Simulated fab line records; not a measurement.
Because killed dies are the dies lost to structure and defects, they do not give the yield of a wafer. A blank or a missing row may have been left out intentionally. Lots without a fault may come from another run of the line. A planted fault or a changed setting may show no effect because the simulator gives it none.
Lot-split experiment || flow n5_finfet || on a route of 1938 steps: 7 lots, 21 wafers read

== THE SPLIT ==
At N5_BEOL_M11_ILD_DEP_00 (deposits SiCOH lowk from DEMS/porogen, target thk 308.51 nm, time 58 s), the setting temp_c was moved away from the recipe's 300 C on 4 of the 21 wafers read, by +0.6% to +1.8%. For the rest of the wafers, this setting stayed at what the recipe calls for.

No step appears in the file between the split and the reading.

== THE READING ==
SiCOH_lowk_of_BEOL_M11_ILD_DEP_00.thk_nm (the simulator's own value, which no gauge read), in nm, at N5_BEOL_M11_CURE_71 (cures SiCOH lowk, time 240 s). No usual value for it is given in the file. Here, 17 wafers ran the recipe; their average is 268.2 nm with a standard deviation of 2.7 nm.

{"wafer": "L074.1", "tool, chamber at the split": "pecvd-04, 1", "temp_c as run, C": 300, "against the recipe": "recipe", "SiCOH_lowk_of_BEOL_M11_ILD_DEP_00.thk_nm, nm": 262.4, "against lot-mates on the recipe": "-"}
{"wafer": "L074.5", "tool, chamber at the split": "pecvd-04, 1", "temp_c as run, C": 300, "against the recipe": "recipe", "SiCOH_lowk_of_BEOL_M11_ILD_DEP_00.thk_nm, nm": 268.8, "against lot-mates on the recipe": "-"}
{"wafer": "L074.6", "tool, chamber at the split": "pecvd-04, 0", "temp_c as run, C": 300, "against the recipe": "recipe", "SiCOH_lowk_of_BEOL_M11_ILD_DEP_00.thk_nm, nm": 265, "against lot-mates on the recipe": "-"}
{"wafer": "L077.1", "tool, chamber at the split": "pecvd-01, 2", "temp_c as run, C": 300, "against the recipe": "recipe", "SiCOH_lowk_of_BEOL_M11_ILD_DEP_00.thk_nm, nm": 269.2, "against lot-mates on the recipe": "-"}
{"wafer": "L077.2", "tool, chamber at the split": "pecvd-01, 0", "temp_c as run, C": 300, "against the recipe": "recipe", "SiCOH_lowk_of_BEOL_M11_ILD_DEP_00.thk_nm, nm": 269, "against lot-mates on the recipe": "-"}
{"wafer": "L077.3", "tool, chamber at the split": "pecvd-01, 1", "temp_c as run, C": 300, "against the recipe": "recipe", "SiCOH_lowk_of_BEOL_M11_ILD_DEP_00.thk_nm, nm": 266.4, "against lot-mates on the recipe": "-"}
{"wafer": "L082.1", "tool, chamber at the split": "pecvd-01, 2", "temp_c as run, C": 300, "against the recipe": "recipe", "SiCOH_lowk_of_BEOL_M11_ILD_DEP_00.thk_nm, nm": 271, "against lot-mates on the recipe": "-"}
{"wafer": "L082.4", "tool, chamber at the split": "pecvd-01, 0", "temp_c as run, C": 300, "against the recipe": "recipe", "SiCOH_lowk_of_BEOL_M11_ILD_DEP_00.thk_nm, nm": 272.6, "against lot-mates on the recipe": "-"}
{"wafer": "L082.5", "tool, chamber at the split": "pecvd-01, 1", "temp_c as run, C": 300, "against the recipe": "recipe", "SiCOH_lowk_of_BEOL_M11_ILD_DEP_00.thk_nm, nm": 271.6, "against lot-mates on the recipe": "-"}
{"wafer": "L083.3", "tool, chamber at the split": "pecvd-03, 2", "temp_c as run, C": 305.3, "against the recipe": "+1.8%", "SiCOH_lowk_of_BEOL_M11_ILD_DEP_00.thk_nm, nm": 253.4, "against lot-mates on the recipe": -16.8}
{"wafer": "L083.4", "tool, chamber at the split": "pecvd-03, 1", "temp_c as run, C": 305.3, "against the recipe": "+1.8%", "SiCOH_lowk_of_BEOL_M11_ILD_DEP_00.thk_nm, nm": 260, "against lot-mates on the recipe": -10.2}
{"wafer": "L083.6", "tool, chamber at the split": "pecvd-03, 0", "temp_c as run, C": 300, "against the recipe": "recipe", "SiCOH_lowk_of_BEOL_M11_ILD_DEP_00.thk_nm, nm": 270.2, "against lot-mates on the recipe": "-"}
{"wafer": "L091.1", "tool, chamber at the split": "pecvd-04, 0", "temp_c as run, C": 300, "against the recipe": "recipe", "SiCOH_lowk_of_BEOL_M11_ILD_DEP_00.thk_nm, nm": 266.2, "against lot-mates on the recipe": "-"}
{"wafer": "L091.2", "tool, chamber at the split": "pecvd-04, 1", "temp_c as run, C": 300, "against the recipe": "recipe", "SiCOH_lowk_of_BEOL_M11_ILD_DEP_00.thk_nm, nm": 264.4, "against lot-mates on the recipe": "-"}
{"wafer": "L091.4", "tool, chamber at the split": "pecvd-04, 2", "temp_c as run, C": 300, "against the recipe": "recipe", "SiCOH_lowk_of_BEOL_M11_ILD_DEP_00.thk_nm, nm": 267.4, "against lot-mates on the recipe": "-"}
{"wafer": "L092.2", "tool, chamber at the split": "pecvd-03, 1", "temp_c as run, C": 301.8, "against the recipe": "+0.6%", "SiCOH_lowk_of_BEOL_M11_ILD_DEP_00.thk_nm, nm": 263.2, "against lot-mates on the recipe": -6.3}
{"wafer": "L092.5", "tool, chamber at the split": "pecvd-03, 2", "temp_c as run, C": 300, "against the recipe": "recipe", "SiCOH_lowk_of_BEOL_M11_ILD_DEP_00.thk_nm, nm": 268.8, "against lot-mates on the recipe": "-"}
{"wafer": "L092.6", "tool, chamber at the split": "pecvd-03, 1", "temp_c as run, C": 300, "against the recipe": "recipe", "SiCOH_lowk_of_BEOL_M11_ILD_DEP_00.thk_nm, nm": 270.2, "against lot-mates on the recipe": "-"}
{"wafer": "L094.1", "tool, chamber at the split": "pecvd-04, 0", "temp_c as run, C": 303.1, "against the recipe": "+1.0%", "SiCOH_lowk_of_BEOL_M11_ILD_DEP_00.thk_nm, nm": 259, "against lot-mates on the recipe": -8.7}
{"wafer": "L094.3", "tool, chamber at the split": "pecvd-04, 2", "temp_c as run, C": 300, "against the recipe": "recipe", "SiCOH_lowk_of_BEOL_M11_ILD_DEP_00.thk_nm, nm": 266, "against lot-mates on the recipe": "-"}
{"wafer": "L094.5", "tool, chamber at the split": "pecvd-04, 0", "temp_c as run, C": 300, "against the recipe": "recipe", "SiCOH_lowk_of_BEOL_M11_ILD_DEP_00.thk_nm, nm": 269.4, "against lot-mates on the recipe": "-"}

THE FIT
A straight line over all 21 wafers: SiCOH_lowk_of_BEOL_M11_ILD_DEP_00.thk_nm changes by -6.84 nm for each +1% of temp_c; r = -0.82; the points scatter about the line by 2.8 nm.
The same after taking each lot's own level away (the mean of its wafers on the recipe; 21 wafers): -7.84 nm for each +1%; r = -0.93; scatter 1.8 nm.
That fit puts the effect of the largest move of temp_c on the reading at 14 nm.
The span of the lots' own levels, 265.40 to 271.73 nm, comes to 2.4 times the standard deviation stated above.
Thus the slope moves with the lot-to-lot level: the two fits are different.
Check: with one of the wafers moved furthest among these (+1.8%) left out of the fit, the line predicts -11.9 nm for it against its lot-mates. It came out at -16.8 nm against them.

== OTHER SPLITS APPLIED TO THESE WAFERS ==
Note: prior to the reading, these wafers also went through further splits. Each is held against what the fit with the lots' levels taken away leaves over:
{"other split on the same wafers": "N5_BEOL_M8_COAT_71 spin_rpm", "wafers away from the commonest value": 9, "r with SiCOH_lowk_of_BEOL_M11_ILD_DEP_00.thk_nm (lot level and that fit taken away)": -0.03}
{"other split on the same wafers": "N5_BEOL_M9_HM_DEP_02 target_thk_a", "wafers away from the commonest value": 10, "r with SiCOH_lowk_of_BEOL_M11_ILD_DEP_00.thk_nm (lot level and that fit taken away)": "+0.07"}
{"other split on the same wafers": "N5_BEOL_M9_COAT_05 spin_rpm", "wafers away from the commonest value": 6, "r with SiCOH_lowk_of_BEOL_M11_ILD_DEP_00.thk_nm (lot level and that fit taken away)": "+0.16"}
{"other split on the same wafers": "N5_BEOL_M9_COAT_22 spin_rpm", "wafers away from the commonest value": 8, "r with SiCOH_lowk_of_BEOL_M11_ILD_DEP_00.thk_nm (lot level and that fit taken away)": "+0.11"}
{"other split on the same wafers": "N5_BEOL_M9_ETCH_66 time_s", "wafers away from the commonest value": 6, "r with SiCOH_lowk_of_BEOL_M11_ILD_DEP_00.thk_nm (lot level and that fit taken away)": "+0.29"}

== THE WHOLE CHAIN: every reading that the file lists as answering this split, in the file's order ==
{"step": "N5_BEOL_M11_ILD_DEP_00", "what it does": "deposits SiCOH lowk from DEMS/porogen, target thk 308.51 nm, time 58 s", "reading": "SiCOH_lowk_of_BEOL_M11_ILD_DEP_00.thk_nm (the simulator's own value, which no gauge read)", "change (the file's fit)": "-9.12 nm for each +1% of the setting", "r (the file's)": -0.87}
{"step": "N5_BEOL_M11_CURE_71", "what it does": "cures SiCOH lowk, time 240 s", "reading": "SiCOH_lowk_of_BEOL_M11_ILD_DEP_00.thk_nm (the simulator's own value, which no gauge read)", "change (the file's fit)": "-8.05 nm for each +1% of the setting", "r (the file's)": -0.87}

== FILE'S OWN FIT ==
SiCOH_lowk_of_BEOL_M11_ILD_DEP_00.thk_nm changes by -8.05 nm for each +1% of temp_c, r = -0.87.
